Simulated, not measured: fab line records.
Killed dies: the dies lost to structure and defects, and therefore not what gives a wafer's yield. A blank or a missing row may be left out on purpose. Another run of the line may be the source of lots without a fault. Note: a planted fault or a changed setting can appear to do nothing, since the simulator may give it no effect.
fab line records || flow n5-finfet || part 2 of 2: steps 38 to 43 of 43
record: {"lots": 6, "wafers": 16, "last-day": 17}
route steps=1938 shown BEOL_M11@1566 BEOL_M12@1602 BEOL_M15@1830
lots with no fault: from the same line, run without faults
start-h: the number of hours between the record's first day and the start of the first shown wafer of the lot || wait-h: hours since the lot's step before || " same as the row above || L1.1+2: several wafers, shown together as one row || - no value present, or no start provided || * or withheld: withheld || < > ~ a bound
route shown NAME@n: a module of which the file shows steps, and the number in the route of the first || usual: the fault-free wafers' mean and standard deviation || same: alike in all rows || chamber/n: place in a boat || sites: each site's reading || _std_site: the values' standard deviation || _edge_site: inner sites' mean taken away from outer sites' mean || radius-mm: for every site, how far away it sits from the centre of the wafer || mask NAME#n: copy n || behind: the last tool/chamber to shape the wafer || hold: why the lot was held/for how many hours/how that ended || device: the n, p or np transistor that did not switch || end of line: at the end of the route, the tests of the same wafers || a step with no rows: only its recipe || killed: the dies lost at the first sort to structure and to defects; this is not the yield of the wafer || map: per-die view of a wafer (x killed, . not killed, _ where there is no die)
set.NAME: the setting the step ran with; set.NAME@STEP: the setting that earlier step ran with || model.NAME: the simulator's own value behind a step, which no gauge read
certain route steps with their lots: each step a table, each wafer a row
services: the hour from which a tool's chamber was out of use, counted from the record's first day as start-h (under 0 if before that day), plus the number of hours and why
== steps ==
step: N5_BEOL_M12_THK_MEAS_01
recipe: {"reads": "SiOC_of_BEOL_M12_ILD_DEP_00"}
usual: {"M12_ILD_THK": "658/9.1"}
{"lot.wafer": "L103.1", "tool": "film-metro-02", "chamber": "-", "start-h": 261.99, "wait-h": 0.1, "M12_ILD_THK[nm]": 658}
{"lot.wafer": "L103.5", "tool": "film-metro-02", "chamber": "-", "start-h": 261.99, "wait-h": 0.1, "M12_ILD_THK[nm]": 677}
{"lot.wafer": "L103.6", "tool": "film-metro-02", "chamber": "-", "start-h": 261.99, "wait-h": 0.1, "M12_ILD_THK[nm]": 665}
{"lot.wafer": "L107.2", "tool": "film-metro-02", "chamber": "-", "start-h": 294.94, "wait-h": 0.1, "M12_ILD_THK[nm]": 667}
{"lot.wafer": "L107.5", "tool": "film-metro-02", "chamber": "-", "start-h": 294.94, "wait-h": 0.1, "M12_ILD_THK[nm]": 657}
{"lot.wafer": "L110.3", "tool": "film-metro-02", "chamber": "-", "start-h": 306.98, "wait-h": 0.1, "M12_ILD_THK[nm]": 650}
{"lot.wafer": "L110.5", "tool": "film-metro-02", "chamber": "-", "start-h": 306.98, "wait-h": 0.1, "M12_ILD_THK[nm]": 656}
{"lot.wafer": "L121.1", "tool": "film-metro-02", "chamber": "-", "start-h": 365.15, "wait-h": 0.1, "M12_ILD_THK[nm]": 661}
{"lot.wafer": "L121.3", "tool": "film-metro-02", "chamber": "-", "start-h": 365.15, "wait-h": 0.1, "M12_ILD_THK[nm]": 663}
{"lot.wafer": "L121.5", "tool": "film-metro-02", "chamber": "-", "start-h": 365.15, "wait-h": 0.1, "M12_ILD_THK[nm]": 677}
{"lot.wafer": "L119.2", "tool": "film-metro-01", "chamber": "-", "start-h": 368.65, "wait-h": 0.1, "M12_ILD_THK[nm]": 664}
{"lot.wafer": "L119.3", "tool": "film-metro-01", "chamber": "-", "start-h": 368.65, "wait-h": 0.1, "M12_ILD_THK[nm]": 646}
{"lot.wafer": "L119.5", "tool": "film-metro-01", "chamber": "-", "start-h": 368.65, "wait-h": 0.1, "M12_ILD_THK[nm]": 664}
{"lot.wafer": "L118.1", "tool": "film-metro-01", "chamber": "-", "start-h": 369.19, "wait-h": 0.1, "M12_ILD_THK[nm]": 661}
{"lot.wafer": "L118.3", "tool": "film-metro-01", "chamber": "-", "start-h": 369.19, "wait-h": 0.1, "M12_ILD_THK[nm]": 644}
{"lot.wafer": "L118.4", "tool": "film-metro-01", "chamber": "-", "start-h": 369.19, "wait-h": 0.1, "M12_ILD_THK[nm]": 668}
step: N5_BEOL_M12_COAT_58
recipe: {"resist": "BARC", "temp-c": 205, "time-s": 60, "spin-rpm": 1500, "resist-thk-nm": 89}
step: N5_BEOL_M12_COAT_04
recipe: {"spin-rpm": 1625, "resist-thk-nm": 400}
step: N5_BEOL_M12_EBR_06
recipe: {"solvent": "PGMEA", "ebr-width-mm": 1.5}
step: N5_BEOL_M12_SOFTBAKE_05
recipe: {"temp-c": 130, "time-s": 60}
step: N5_BEOL_M15_RC_MEAS_101
usual: {"COMB_M10": "1.47e-11/3e-12", "COMB_M12": "6.1e-12/1.3e-12", "COMB_M12_max_site": "8.9e-12/2e-12", "COMB_M13": "4.8e-12/1.2e-12", "COMB_M14": "3.4e-12/9e-13", "COMB_M15": "2.4e-12/8e-13", "COMB_M5": "3.8e-11/8e-12", "COMB_M6": "2.5e-11/5.2e-12", "COMB_M7": "2.6e-11/5.1e-12", "COMB_M8": "2.5e-11/5.4e-12", "COMB_M9": "1.5e-11/3.1e-12", "COMB_M9_max_site": "2.1e-11/4.7e-12", "SERP_M10": "3.07/0.078", "SERP_M11": "3.06/0.091", "SERP_M11_max_site": "3.14/0.099", "SERP_M12": "0.631/0.018", "SERP_M13": "0.313/0.0069", "SERP_M14": "0.161/0.0041", "SERP_M14_max_site": "0.163/0.004", "SERP_M5": "38.6/1.5", "SERP_M6": "14.0/0.64", "SERP_M7": "13.7/0.48", "SERP_M7_max_site": "14.3/0.53", "SERP_M8": "14.0/0.54", "SERP_M9": "3.05/0.074"}
{"lot.wafer": "L103.1", "tool": "prober-02", "chamber": 0, "start-h": 287.34, "wait-h": 0.1, "COMB_M10[S/m]": 1.37e-11, "COMB_M12[S/m]": 4.7e-12, "COMB_M12_max_site[S/m]": 1e-11, "COMB_M13[S/m]": 4.5e-12, "COMB_M14[S/m]": 2.3e-12, "COMB_M15[S/m]": 2.4e-12, "COMB_M5[S/m]": 3.6e-11, "COMB_M6[S/m]": 2.1e-11, "COMB_M7[S/m]": 2.5e-11, "COMB_M8[S/m]": 4e-11, "COMB_M9[S/m]": 1.4e-11, "COMB_M9_max_site[S/m]": 2.2e-11, "SERP_M10[ohm/um]": 2.95, "SERP_M11[ohm/um]": 3.21, "SERP_M11_max_site[ohm/um]": 3.31, "SERP_M12[ohm/um]": 0.613, "SERP_M13[ohm/um]": 0.303, "SERP_M14[ohm/um]": 0.162, "SERP_M14_max_site[ohm/um]": 0.165, "SERP_M5[ohm/um]": 37.9, "SERP_M6[ohm/um]": 13.8, "SERP_M7[ohm/um]": 14.3, "SERP_M7_max_site[ohm/um]": 14.8, "SERP_M8[ohm/um]": 13.8, "SERP_M9[ohm/um]": 3.12}
{"lot.wafer": "L103.5", "tool": "prober-02", "chamber": 0, "start-h": 287.34, "wait-h": 0.1, "COMB_M10[S/m]": 1.62e-11, "COMB_M12[S/m]": 4e-12, "COMB_M12_max_site[S/m]": 6.5e-12, "COMB_M13[S/m]": 3.3e-12, "COMB_M14[S/m]": 2.8e-12, "COMB_M15[S/m]": 8e-13, "COMB_M5[S/m]": 2.8e-11, "COMB_M6[S/m]": 3e-11, "COMB_M7[S/m]": 2.1e-11, "COMB_M8[S/m]": 2e-11, "COMB_M9[S/m]": 1.3e-11, "COMB_M9_max_site[S/m]": 1.6e-11, "SERP_M10[ohm/um]": 3.06, "SERP_M11[ohm/um]": 3.09, "SERP_M11_max_site[ohm/um]": 3.15, "SERP_M12[ohm/um]": 0.650, "SERP_M13[ohm/um]": 0.316, "SERP_M14[ohm/um]": 0.159, "SERP_M14_max_site[ohm/um]": 0.160, "SERP_M5[ohm/um]": 40.4, "SERP_M6[ohm/um]": 14.0, "SERP_M7[ohm/um]": 14.5, "SERP_M7_max_site[ohm/um]": 15.1, "SERP_M8[ohm/um]": 13.9, "SERP_M9[ohm/um]": 3.27}
{"lot.wafer": "L103.6", "tool": "prober-02", "chamber": 0, "start-h": 287.34, "wait-h": 0.1, "COMB_M10[S/m]": 1.56e-11, "COMB_M12[S/m]": 4.1e-12, "COMB_M12_max_site[S/m]": 7.3e-12, "COMB_M13[S/m]": 4e-12, "COMB_M14[S/m]": 2.3e-12, "COMB_M15[S/m]": 2.3e-12, "COMB_M5[S/m]": 4.9e-11, "COMB_M6[S/m]": 3.4e-11, "COMB_M7[S/m]": 2.1e-11, "COMB_M8[S/m]": 2.5e-11, "COMB_M9[S/m]": 1.2e-11, "COMB_M9_max_site[S/m]": 1.7e-11, "SERP_M10[ohm/um]": 3.01, "SERP_M11[ohm/um]": 3.13, "SERP_M11_max_site[ohm/um]": 3.18, "SERP_M12[ohm/um]": 0.645, "SERP_M13[ohm/um]": 0.311, "SERP_M14[ohm/um]": 0.163, "SERP_M14_max_site[ohm/um]": 0.163, "SERP_M5[ohm/um]": 35.2, "SERP_M6[ohm/um]": 14.0, "SERP_M7[ohm/um]": 14.3, "SERP_M7_max_site[ohm/um]": 15.2, "SERP_M8[ohm/um]": 14.5, "SERP_M9[ohm/um]": 3.10}
{"lot.wafer": "L107.2", "tool": "prober-02", "chamber": 0, "start-h": 325.32, "wait-h": 0.2, "COMB_M10[S/m]": 1.22e-11, "COMB_M12[S/m]": 4.3e-12, "COMB_M12_max_site[S/m]": 5.4e-12, "COMB_M13[S/m]": 4.1e-12, "COMB_M14[S/m]": 4e-12, "COMB_M15[S/m]": 3e-12, "COMB_M5[S/m]": 2.3e-11, "COMB_M6[S/m]": 3.1e-11, "COMB_M7[S/m]": 2.8e-11, "COMB_M8[S/m]": 2.3e-11, "COMB_M9[S/m]": 1.9e-11, "COMB_M9_max_site[S/m]": 2.3e-11, "SERP_M10[ohm/um]": 3.09, "SERP_M11[ohm/um]": 4.75, "SERP_M11_max_site[ohm/um]": 4.84, "SERP_M12[ohm/um]": 0.613, "SERP_M13[ohm/um]": 0.327, "SERP_M14[ohm/um]": 0.163, "SERP_M14_max_site[ohm/um]": 0.163, "SERP_M5[ohm/um]": 38.5, "SERP_M6[ohm/um]": 14.5, "SERP_M7[ohm/um]": 13.3, "SERP_M7_max_site[ohm/um]": 13.9, "SERP_M8[ohm/um]": 14.0, "SERP_M9[ohm/um]": 3.08}
{"lot.wafer": "L107.5", "tool": "prober-02", "chamber": 0, "start-h": 325.32, "wait-h": 0.2, "COMB_M10[S/m]": 1.62e-11, "COMB_M12[S/m]": 8.5e-12, "COMB_M12_max_site[S/m]": 1.58e-11, "COMB_M13[S/m]": 5.4e-12, "COMB_M14[S/m]": 3e-12, "COMB_M15[S/m]": 1.7e-12, "COMB_M5[S/m]": 2.8e-11, "COMB_M6[S/m]": 2.6e-11, "COMB_M7[S/m]": 2.6e-11, "COMB_M8[S/m]": 2.3e-11, "COMB_M9[S/m]": 1.8e-11, "COMB_M9_max_site[S/m]": 2.3e-11, "SERP_M10[ohm/um]": 3.11, "SERP_M11[ohm/um]": 3.27, "SERP_M11_max_site[ohm/um]": 3.34, "SERP_M12[ohm/um]": 0.651, "SERP_M13[ohm/um]": 0.307, "SERP_M14[ohm/um]": 0.165, "SERP_M14_max_site[ohm/um]": 0.166, "SERP_M5[ohm/um]": 36.8, "SERP_M6[ohm/um]": 13.9, "SERP_M7[ohm/um]": 13.9, "SERP_M7_max_site[ohm/um]": 14.5, "SERP_M8[ohm/um]": 14.1, "SERP_M9[ohm/um]": 2.95}
{"lot.wafer": "L110.3", "tool": "prober-02", "chamber": 0, "start-h": 335.48, "wait-h": 0.3, "COMB_M10[S/m]": 1.49e-11, "COMB_M12[S/m]": 5.3e-12, "COMB_M12_max_site[S/m]": 5.9e-12, "COMB_M13[S/m]": 4.2e-12, "COMB_M14[S/m]": 2.5e-12, "COMB_M15[S/m]": 1.9e-12, "COMB_M5[S/m]": 4.5e-11, "COMB_M6[S/m]": 1.7e-11, "COMB_M7[S/m]": 2.2e-11, "COMB_M8[S/m]": 2e-11, "COMB_M9[S/m]": 1.9e-11, "COMB_M9_max_site[S/m]": 2.4e-11, "SERP_M10[ohm/um]": 3.07, "SERP_M11[ohm/um]": 4.67, "SERP_M11_max_site[ohm/um]": 4.75, "SERP_M12[ohm/um]": 0.649, "SERP_M13[ohm/um]": 0.303, "SERP_M14[ohm/um]": 0.167, "SERP_M14_max_site[ohm/um]": 0.169, "SERP_M5[ohm/um]": 40.4, "SERP_M6[ohm/um]": 13.2, "SERP_M7[ohm/um]": 14.1, "SERP_M7_max_site[ohm/um]": 14.5, "SERP_M8[ohm/um]": 13.5, "SERP_M9[ohm/um]": 3.04}
{"lot.wafer": "L110.5", "tool": "prober-02", "chamber": 0, "start-h": 335.48, "wait-h": 0.3, "COMB_M10[S/m]": 1.66e-11, "COMB_M12[S/m]": 3.3e-12, "COMB_M12_max_site[S/m]": 4.8e-12, "COMB_M13[S/m]": 2.7e-12, "COMB_M14[S/m]": 2.8e-12, "COMB_M15[S/m]": 8e-13, "COMB_M5[S/m]": 2.9e-11, "COMB_M6[S/m]": 1.9e-11, "COMB_M7[S/m]": 1.8e-11, "COMB_M8[S/m]": 3.9e-11, "COMB_M9[S/m]": 1.3e-11, "COMB_M9_max_site[S/m]": 2e-11, "SERP_M10[ohm/um]": 3.03, "SERP_M11[ohm/um]": 3.18, "SERP_M11_max_site[ohm/um]": 3.29, "SERP_M12[ohm/um]": 0.634, "SERP_M13[ohm/um]": 0.323, "SERP_M14[ohm/um]": 0.163, "SERP_M14_max_site[ohm/um]": 0.165, "SERP_M5[ohm/um]": 37.2, "SERP_M6[ohm/um]": 13.0, "SERP_M7[ohm/um]": 13.5, "SERP_M7_max_site[ohm/um]": 13.9, "SERP_M8[ohm/um]": 13.4, "SERP_M9[ohm/um]": 2.94}
{"lot.wafer": "L121.1", "tool": "prober-02", "chamber": 0, "start-h": 400.60, "wait-h": 0.0, "COMB_M10[S/m]": 1.11e-11, "COMB_M12[S/m]": 6.5e-12, "COMB_M12_max_site[S/m]": 1.01e-11, "COMB_M13[S/m]": 3.9e-12, "COMB_M14[S/m]": 2.9e-12, "COMB_M15[S/m]": 2.1e-12, "COMB_M5[S/m]": 4.9e-11, "COMB_M6[S/m]": 1.5e-11, "COMB_M7[S/m]": 2.4e-11, "COMB_M8[S/m]": 1.8e-11, "COMB_M9[S/m]": 1.3e-11, "COMB_M9_max_site[S/m]": 2.1e-11, "SERP_M10[ohm/um]": 3.04, "SERP_M11[ohm/um]": 3.05, "SERP_M11_max_site[ohm/um]": 3.14, "SERP_M12[ohm/um]": 0.639, "SERP_M13[ohm/um]": 0.308, "SERP_M14[ohm/um]": 0.164, "SERP_M14_max_site[ohm/um]": 0.165, "SERP_M5[ohm/um]": 39.3, "SERP_M6[ohm/um]": 14.1, "SERP_M7[ohm/um]": 13.7, "SERP_M7_max_site[ohm/um]": 13.9, "SERP_M8[ohm/um]": 14.4, "SERP_M9[ohm/um]": 3.08}
{"lot.wafer": "L121.3", "tool": "prober-02", "chamber": 0, "start-h": 400.60, "wait-h": 0.0, "COMB_M10[S/m]": 1.03e-11, "COMB_M12[S/m]": 5.4e-12, "COMB_M12_max_site[S/m]": 8.2e-12, "COMB_M13[S/m]": 4.2e-12, "COMB_M14[S/m]": 2.9e-12, "COMB_M15[S/m]": 1.7e-12, "COMB_M5[S/m]": 3.2e-11, "COMB_M6[S/m]": 1.9e-11, "COMB_M7[S/m]": 2.7e-11, "COMB_M8[S/m]": 2.6e-11, "COMB_M9[S/m]": 1.3e-11, "COMB_M9_max_site[S/m]": 2e-11, "SERP_M10[ohm/um]": 3.11, "SERP_M11[ohm/um]": 3.16, "SERP_M11_max_site[ohm/um]": 3.26, "SERP_M12[ohm/um]": 0.616, "SERP_M13[ohm/um]": 0.312, "SERP_M14[ohm/um]": 0.166, "SERP_M14_max_site[ohm/um]": 0.167, "SERP_M5[ohm/um]": 38.6, "SERP_M6[ohm/um]": 14.4, "SERP_M7[ohm/um]": 13.6, "SERP_M7_max_site[ohm/um]": 14.1, "SERP_M8[ohm/um]": 13.6, "SERP_M9[ohm/um]": 3.02}
{"lot.wafer": "L121.5", "tool": "prober-02", "chamber": 0, "start-h": 400.60, "wait-h": 0.0, "COMB_M10[S/m]": 1.09e-11, "COMB_M12[S/m]": 5.7e-12, "COMB_M12_max_site[S/m]": 7.3e-12, "COMB_M13[S/m]": 4.3e-12, "COMB_M14[S/m]": 3.4e-12, "COMB_M15[S/m]": 1.6e-12, "COMB_M5[S/m]": 4.9e-11, "COMB_M6[S/m]": 1.5e-11, "COMB_M7[S/m]": 2.5e-11, "COMB_M8[S/m]": 2.4e-11, "COMB_M9[S/m]": 1.4e-11, "COMB_M9_max_site[S/m]": 2e-11, "SERP_M10[ohm/um]": 3.07, "SERP_M11[ohm/um]": 3.08, "SERP_M11_max_site[ohm/um]": 3.14, "SERP_M12[ohm/um]": 0.623, "SERP_M13[ohm/um]": 0.312, "SERP_M14[ohm/um]": 0.163, "SERP_M14_max_site[ohm/um]": 0.165, "SERP_M5[ohm/um]": 37.6, "SERP_M6[ohm/um]": 14.8, "SERP_M7[ohm/um]": 13.6, "SERP_M7_max_site[ohm/um]": 14.0, "SERP_M8[ohm/um]": 14.9, "SERP_M9[ohm/um]": 3.04}
{"lot.wafer": "L119.2", "tool": "prober-01", "chamber": 0, "start-h": 401.28, "wait-h": 0.2, "COMB_M10[S/m]": 2.46e-11, "COMB_M12[S/m]": 5.6e-12, "COMB_M12_max_site[S/m]": 8.1e-12, "COMB_M13[S/m]": 5.7e-12, "COMB_M14[S/m]": 4.5e-12, "COMB_M15[S/m]": 3.1e-12, "COMB_M5[S/m]": 4.4e-11, "COMB_M6[S/m]": 3.2e-11, "COMB_M7[S/m]": 2.6e-11, "COMB_M8[S/m]": 2.8e-11, "COMB_M9[S/m]": 1.1e-11, "COMB_M9_max_site[S/m]": 2e-11, "SERP_M10[ohm/um]": 3.03, "SERP_M11[ohm/um]": 3.11, "SERP_M11_max_site[ohm/um]": 3.19, "SERP_M12[ohm/um]": 0.657, "SERP_M13[ohm/um]": 0.317, "SERP_M14[ohm/um]": 0.162, "SERP_M14_max_site[ohm/um]": 0.163, "SERP_M5[ohm/um]": 37.1, "SERP_M6[ohm/um]": 14.1, "SERP_M7[ohm/um]": 13.4, "SERP_M7_max_site[ohm/um]": 13.5, "SERP_M8[ohm/um]": 14.4, "SERP_M9[ohm/um]": 3.08}
{"lot.wafer": "L119.3", "tool": "prober-01", "chamber": 0, "start-h": 401.28, "wait-h": 0.2, "COMB_M10[S/m]": 1.72e-11, "COMB_M12[S/m]": 8.2e-12, "COMB_M12_max_site[S/m]": 1.12e-11, "COMB_M13[S/m]": 4.8e-12, "COMB_M14[S/m]": 4e-12, "COMB_M15[S/m]": 2.7e-12, "COMB_M5[S/m]": 3.2e-11, "COMB_M6[S/m]": 2.3e-11, "COMB_M7[S/m]": 2e-11, "COMB_M8[S/m]": 3.7e-11, "COMB_M9[S/m]": 1.4e-11, "COMB_M9_max_site[S/m]": 1.6e-11, "SERP_M10[ohm/um]": 3.05, "SERP_M11[ohm/um]": 3.06, "SERP_M11_max_site[ohm/um]": 3.13, "SERP_M12[ohm/um]": 0.627, "SERP_M13[ohm/um]": 0.317, "SERP_M14[ohm/um]": 0.163, "SERP_M14_max_site[ohm/um]": 0.165, "SERP_M5[ohm/um]": 39.7, "SERP_M6[ohm/um]": 14.8, "SERP_M7[ohm/um]": 13.8, "SERP_M7_max_site[ohm/um]": 14.6, "SERP_M8[ohm/um]": 14.1, "SERP_M9[ohm/um]": 3.03}
{"lot.wafer": "L119.5", "tool": "prober-01", "chamber": 0, "start-h": 401.28, "wait-h": 0.2, "COMB_M10[S/m]": 1.45e-11, "COMB_M12[S/m]": 8.4e-12, "COMB_M12_max_site[S/m]": 1.03e-11, "COMB_M13[S/m]": 5.3e-12, "COMB_M14[S/m]": 4.3e-12, "COMB_M15[S/m]": 3.3e-12, "COMB_M5[S/m]": 3.2e-11, "COMB_M6[S/m]": 3.4e-11, "COMB_M7[S/m]": 2.4e-11, "COMB_M8[S/m]": 2.2e-11, "COMB_M9[S/m]": 1.3e-11, "COMB_M9_max_site[S/m]": 1.6e-11, "SERP_M10[ohm/um]": 3.11, "SERP_M11[ohm/um]": 3.09, "SERP_M11_max_site[ohm/um]": 3.16, "SERP_M12[ohm/um]": 0.617, "SERP_M13[ohm/um]": 0.314, "SERP_M14[ohm/um]": 0.161, "SERP_M14_max_site[ohm/um]": 0.163, "SERP_M5[ohm/um]": 38.3, "SERP_M6[ohm/um]": 14.3, "SERP_M7[ohm/um]": 13.5, "SERP_M7_max_site[ohm/um]": 14.3, "SERP_M8[ohm/um]": 13.8, "SERP_M9[ohm/um]": 3.08}
{"lot.wafer": "L118.1", "tool": "prober-02", "chamber": 0, "start-h": 401.53, "wait-h": 0.2, "COMB_M10[S/m]": 1.31e-11, "COMB_M12[S/m]": 5.6e-12, "COMB_M12_max_site[S/m]": 6.9e-12, "COMB_M13[S/m]": 4.7e-12, "COMB_M14[S/m]": 2.6e-12, "COMB_M15[S/m]": 2.1e-12, "COMB_M5[S/m]": 2.9e-11, "COMB_M6[S/m]": 2.8e-11, "COMB_M7[S/m]": 2.4e-11, "COMB_M8[S/m]": 2.8e-11, "COMB_M9[S/m]": 1.2e-11, "COMB_M9_max_site[S/m]": 1.6e-11, "SERP_M10[ohm/um]": 3.25, "SERP_M11[ohm/um]": 3.07, "SERP_M11_max_site[ohm/um]": 3.20, "SERP_M12[ohm/um]": 0.635, "SERP_M13[ohm/um]": 0.314, "SERP_M14[ohm/um]": 0.162, "SERP_M14_max_site[ohm/um]": 0.164, "SERP_M5[ohm/um]": 37.0, "SERP_M6[ohm/um]": 14.4, "SERP_M7[ohm/um]": 13.4, "SERP_M7_max_site[ohm/um]": 13.8, "SERP_M8[ohm/um]": 13.4, "SERP_M9[ohm/um]": 3.16}
{"lot.wafer": "L118.3", "tool": "prober-02", "chamber": 0, "start-h": 401.53, "wait-h": 0.2, "COMB_M10[S/m]": 1.53e-11, "COMB_M12[S/m]": 6.2e-12, "COMB_M12_max_site[S/m]": 1.03e-11, "COMB_M13[S/m]": 5.8e-12, "COMB_M14[S/m]": 2.2e-12, "COMB_M15[S/m]": 1.1e-12, "COMB_M5[S/m]": 3.1e-11, "COMB_M6[S/m]": 2.3e-11, "COMB_M7[S/m]": 2.1e-11, "COMB_M8[S/m]": 3.3e-11, "COMB_M9[S/m]": 1.3e-11, "COMB_M9_max_site[S/m]": 1.9e-11, "SERP_M10[ohm/um]": 3.12, "SERP_M11[ohm/um]": 3.06, "SERP_M11_max_site[ohm/um]": 3.12, "SERP_M12[ohm/um]": 0.627, "SERP_M13[ohm/um]": 0.311, "SERP_M14[ohm/um]": 0.161, "SERP_M14_max_site[ohm/um]": 0.162, "SERP_M5[ohm/um]": 38.4, "SERP_M6[ohm/um]": 13.9, "SERP_M7[ohm/um]": 13.7, "SERP_M7_max_site[ohm/um]": 14.1, "SERP_M8[ohm/um]": 14.2, "SERP_M9[ohm/um]": 3.04}
{"lot.wafer": "L118.4", "tool": "prober-02", "chamber": 0, "start-h": 401.53, "wait-h": 0.2, "COMB_M10[S/m]": 1.65e-11, "COMB_M12[S/m]": 5.1e-12, "COMB_M12_max_site[S/m]": 7.8e-12, "COMB_M13[S/m]": 6.3e-12, "COMB_M14[S/m]": 3.4e-12, "COMB_M15[S/m]": 1.4e-12, "COMB_M5[S/m]": 4.1e-11, "COMB_M6[S/m]": 2.1e-11, "COMB_M7[S/m]": 1.9e-11, "COMB_M8[S/m]": 2.6e-11, "COMB_M9[S/m]": 2e-11, "COMB_M9_max_site[S/m]": 2.9e-11, "SERP_M10[ohm/um]": 3.15, "SERP_M11[ohm/um]": 3.11, "SERP_M11_max_site[ohm/um]": 3.20, "SERP_M12[ohm/um]": 0.612, "SERP_M13[ohm/um]": 0.302, "SERP_M14[ohm/um]": 0.166, "SERP_M14_max_site[ohm/um]": 0.167, "SERP_M5[ohm/um]": 39.4, "SERP_M6[ohm/um]": 13.4, "SERP_M7[ohm/um]": 13.7, "SERP_M7_max_site[ohm/um]": 14.1, "SERP_M8[ohm/um]": 13.2, "SERP_M9[ohm/um]": 3.08}
sites SERP_M11 radius-mm=0,75,75,75,75,140,140,140,140
L103.1 3.28 3.31 3.27 3.21 3.29 3.01 3.00 2.98 3.02
L107.2 4.84 4.75 4.83 4.83 4.76 4.70 4.64 4.67 4.58
L110.3 4.69 4.75 4.70 4.68 4.67 4.60 4.57 4.46 4.56
L121.1 2.97 3.04 3.04 3.03 3.05 3.13 3.14 3.08 3.14
L119.2 3.05 3.10 3.11 3.18 3.05 3.11 3.16 3.19 3.08
L118.1 3.01 3.01 3.07 3.06 3.05 3.20 3.15 3.17 3.08
== services ==
{"tool": "rie-diel-06", "chamber": "-", "start-h": 243.11, "hours": 0.3, "kind": "repair"}
{"tool": "rie-diel-05", "chamber": 0, "start-h": 245.49, "hours": "-", "kind": "clean"}
{"tool": "rie-diel-05", "chamber": 0, "start-h": 245.49, "hours": "-", "kind": "consumable-replace:focus-ring"}
{"tool": "rie-diel-05", "chamber": 0, "start-h": 245.49, "hours": 29.2, "kind": "scheduled-down"}
{"tool": "cmp-04", "chamber": "-", "start-h": 251.68, "hours": 0.3, "kind": "repair"}
{"tool": "cmp-02", "chamber": "-", "start-h": 258.82, "hours": 0.9, "kind": "repair"}
{"tool": "rie-diel-06", "chamber": 2, "start-h": 292.53, "hours": "-", "kind": "clean"}
{"tool": "rie-diel-06", "chamber": 2, "start-h": 292.53, "hours": "-", "kind": "consumable-replace:esc"}
{"tool": "rie-diel-06", "chamber": 2, "start-h": 292.53, "hours": "-", "kind": "consumable-replace:focus-ring"}
{"tool": "rie-diel-06", "chamber": 2, "start-h": 292.53, "hours": 28.4, "kind": "scheduled-down"}
{"tool": "rie-diel-06", "chamber": 2, "start-h": 292.53, "hours": 28.4, "kind": "vent-cycle"}
{"tool": "rie-diel-05", "chamber": "-", "start-h": 302.74, "hours": 0.3, "kind": "repair"}
{"tool": "cmp-02", "chamber": "-", "start-h": 306.59, "hours": 4.0, "kind": "pm"}
{"tool": "cmp-04", "chamber": "-", "start-h": 308.40, "hours": 3.7, "kind": "repair"}
{"tool": "cmp-03", "chamber": "-", "start-h": 315.02, "hours": 3.0, "kind": "repair"}
{"tool": "cmp-04", "chamber": "-", "start-h": 320.72, "hours": 3.0, "kind": "repair"}
{"tool": "cmp-02", "chamber": "-", "start-h": 321.94, "hours": 1.4, "kind": "repair"}
{"tool": "cmp-03", "chamber": "-", "start-h": 323.98, "hours": 3.5, "kind": "pm"}
{"tool": "cmp-04", "chamber": "-", "start-h": 338.94, "hours": 4.8, "kind": "pm"}
{"tool": "pvd-sputter-02", "chamber": "-", "start-h": 339.95, "hours": 2.2, "kind": "repair"}
{"tool": "cmp-02", "chamber": "-", "start-h": 347.76, "hours": 4.8, "kind": "pm"}
{"tool": "cmp-02", "chamber": "-", "start-h": 352.83, "hours": 4.5, "kind": "repair"}
{"tool": "rie-diel-06", "chamber": 0, "start-h": 364.88, "hours": 7.3, "kind": "repair"}
{"tool": "pvd-sputter-03", "chamber": "-", "start-h": 368.00, "hours": 0.7, "kind": "repair"}
== key ==
first-sign: {"step": "N5_BEOL_M11_OCD_MEAS_38", "reading": "trench-depth-nm", "direction": "down", "sigmas": 16, "usual": 148.8, "struck": 103.6}
effect: {"step": "N5_BEOL_M11_THK_MEAS_53", "reading": "M11_THK", "direction": "down", "sigmas": 13, "usual": 140, "struck": 95}
effect: {"step": "N5_BEOL_M11_RS_MEAS_57", "reading": "M11_RS", "direction": "up", "sigmas": 22, "usual": 0.151, "struck": 0.233}
effect: {"step": "N5_BEOL_M15_RC_MEAS_101", "reading": "SERP_M11", "direction": "up", "sigmas": 18, "usual": 3.06, "struck": 4.71}
model-effect: {"step": "N5_BEOL_M11_TRENCH_ETCH_37", "value": "BEOL_M11.feature-depth-nm", "without": 146.9, "struck": 103.6}
model-effect: {"step": "N5_BEOL_M11_CMP_52", "value": "Cu_of_BEOL_M11_ECD_50.thk-nm", "without": 138.7, "struck": 95.3}
met-at N5_BEOL_M11_TRENCH_ETCH_37
struck-wafers L107.2,L110.3
sort-left-out L107.2,L110.3
onset-between 258.42 291.62
fault: {"kind": "process-parameter-drift", "tool": "rie-diel-06", "chamber": "-", "onset-h": 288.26, "steps": "N5_BEOL_M11_TRENCH_ETCH_37", "channel": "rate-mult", "offset": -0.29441, "shape": "step", "end-h": 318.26, "scope": "struck-wafers-only"}
sort-left-out: the simulated sort isn't trusted on such a fault, so these wafers' sort isn't shown, and their yield isn't known
